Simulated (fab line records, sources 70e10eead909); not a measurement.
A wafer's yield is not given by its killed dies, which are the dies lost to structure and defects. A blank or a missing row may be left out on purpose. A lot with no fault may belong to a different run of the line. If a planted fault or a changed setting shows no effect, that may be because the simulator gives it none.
Chamber matching / flow nand-harc / NHARC_A_STAIRCASE_TRIM_187 on rie-diel-08: 4 sister chambers
The step chemistry O2, time 211.2 s. 16 wafers are shown with their chamber, then 8 later ones without.

EACH WAFER AND ITS CHAMBER
wafer=L076.4; chamber=0; drypump-motor-current-A (A)=5.3; showerhead-plenum-p-Torr (Torr)=3.74; oes-product-au (a.u.)=1.009
wafer=L076.5; chamber=1; drypump-motor-current-A (A)=6.0; showerhead-plenum-p-Torr (Torr)=3.29; oes-product-au (a.u.)=1.001
wafer=L076.6; chamber=0; drypump-motor-current-A (A)=5.3; showerhead-plenum-p-Torr (Torr)=3.74; oes-product-au (a.u.)=1.004
wafer=L082.1; chamber=3; drypump-motor-current-A (A)=5.7; showerhead-plenum-p-Torr (Torr)=3.44; oes-product-au (a.u.)=1.003
wafer=L082.4; chamber=1; drypump-motor-current-A (A)=6.0; showerhead-plenum-p-Torr (Torr)=3.80; oes-product-au (a.u.)=1.000
wafer=L082.6; chamber=2; drypump-motor-current-A (A)=5.4; showerhead-plenum-p-Torr (Torr)=3.38; oes-product-au (a.u.)=1.011
wafer=L085.1; chamber=0; drypump-motor-current-A (A)=5.3; showerhead-plenum-p-Torr (Torr)=3.72; oes-product-au (a.u.)=1.011
wafer=L085.3; chamber=2; drypump-motor-current-A (A)=5.5; showerhead-plenum-p-Torr (Torr)=3.38; oes-product-au (a.u.)=1.000
wafer=L085.5; chamber=3; drypump-motor-current-A (A)=5.7; showerhead-plenum-p-Torr (Torr)=3.44; oes-product-au (a.u.)=1.001
wafer=L087.2; chamber=1; drypump-motor-current-A (A)=6.0; showerhead-plenum-p-Torr (Torr)=3.79; oes-product-au (a.u.)=0.996
wafer=L087.4; chamber=2; drypump-motor-current-A (A)=5.4; showerhead-plenum-p-Torr (Torr)=3.37; oes-product-au (a.u.)=1.011
wafer=L087.6; chamber=1; drypump-motor-current-A (A)=6.0; showerhead-plenum-p-Torr (Torr)=3.79; oes-product-au (a.u.)=0.991
wafer=L089.2; chamber=1; drypump-motor-current-A (A)=6.0; showerhead-plenum-p-Torr (Torr)=3.79; oes-product-au (a.u.)=1.000
wafer=L089.3; chamber=2; drypump-motor-current-A (A)=5.5; showerhead-plenum-p-Torr (Torr)=3.37; oes-product-au (a.u.)=1.005
wafer=L089.5; chamber=0; drypump-motor-current-A (A)=5.3; showerhead-plenum-p-Torr (Torr)=3.72; oes-product-au (a.u.)=1.013
wafer=L093.4; chamber=2; drypump-motor-current-A (A)=5.4; showerhead-plenum-p-Torr (Torr)=3.36; oes-product-au (a.u.)=1.004

SIGNATURES (averages over the wafers above)
reading=drypump-motor-current-A; chamber 0=5.300; chamber 1=6.000; chamber 2=5.440; chamber 3=5.700; scatter within a chamber=0.0316
reading=showerhead-plenum-p-Torr; chamber 0=3.7300; chamber 1=3.6920; chamber 2=3.3720; chamber 3=3.4400; scatter within a chamber=0.13
reading=oes-product-au; chamber 0=1.00925; chamber 1=0.99760; chamber 2=1.00620; chamber 3=1.00200; scatter within a chamber=0.00415
Rule: for a wafer and a chamber, the distance is found by dividing, reading by reading, the gap between the wafer's reading and the chamber's mean by the reading's scatter, squaring, summing and taking the root. If the next closest chamber is less than 2 further off than the closest, the wafer can't be placed; otherwise it belongs to the closest. The scatter is the square root of a quotient: the sum, over the shown wafers, of each reading's squared deviation from its chamber's mean, divided by wafers minus chambers.

WAFERS MISSING THEIR CHAMBER
wafer=L093.5; drypump-motor-current-A (A)=5.4; showerhead-plenum-p-Torr (Torr)=3.36; oes-product-au (a.u.)=1.003
wafer=L093.6; drypump-motor-current-A (A)=6.0; showerhead-plenum-p-Torr (Torr)=3.78; oes-product-au (a.u.)=0.994
wafer=L096.2; drypump-motor-current-A (A)=6.0; showerhead-plenum-p-Torr (Torr)=3.77; oes-product-au (a.u.)=0.991
wafer=L096.5; drypump-motor-current-A (A)=5.5; showerhead-plenum-p-Torr (Torr)=3.36; oes-product-au (a.u.)=0.998
wafer=L096.6; drypump-motor-current-A (A)=5.7; showerhead-plenum-p-Torr (Torr)=3.42; oes-product-au (a.u.)=0.991
wafer=L097.1; drypump-motor-current-A (A)=6.0; showerhead-plenum-p-Torr (Torr)=3.77; oes-product-au (a.u.)=0.995
wafer=L097.2; drypump-motor-current-A (A)=5.5; showerhead-plenum-p-Torr (Torr)=3.36; oes-product-au (a.u.)=0.995
wafer=L097.5; drypump-motor-current-A (A)=6.0; showerhead-plenum-p-Torr (Torr)=3.77; oes-product-au (a.u.)=0.994

WHICH CHAMBER EACH ONE RAN IN
wafer=L093.5; from the rows above=2; in truth=2
wafer=L093.6; from the rows above=1; in truth=1
wafer=L096.2; from the rows above=1; in truth=1
wafer=L096.5; from the rows above=2; in truth=2
wafer=L096.6; from the rows above=3; in truth=3
wafer=L097.1; from the rows above=1; in truth=1
wafer=L097.2; from the rows above=2; in truth=2
wafer=L097.5; from the rows above=1; in truth=1
8 of 8 placed correctly. Number that these rows cannot place: 0. 0 placed wrongly.
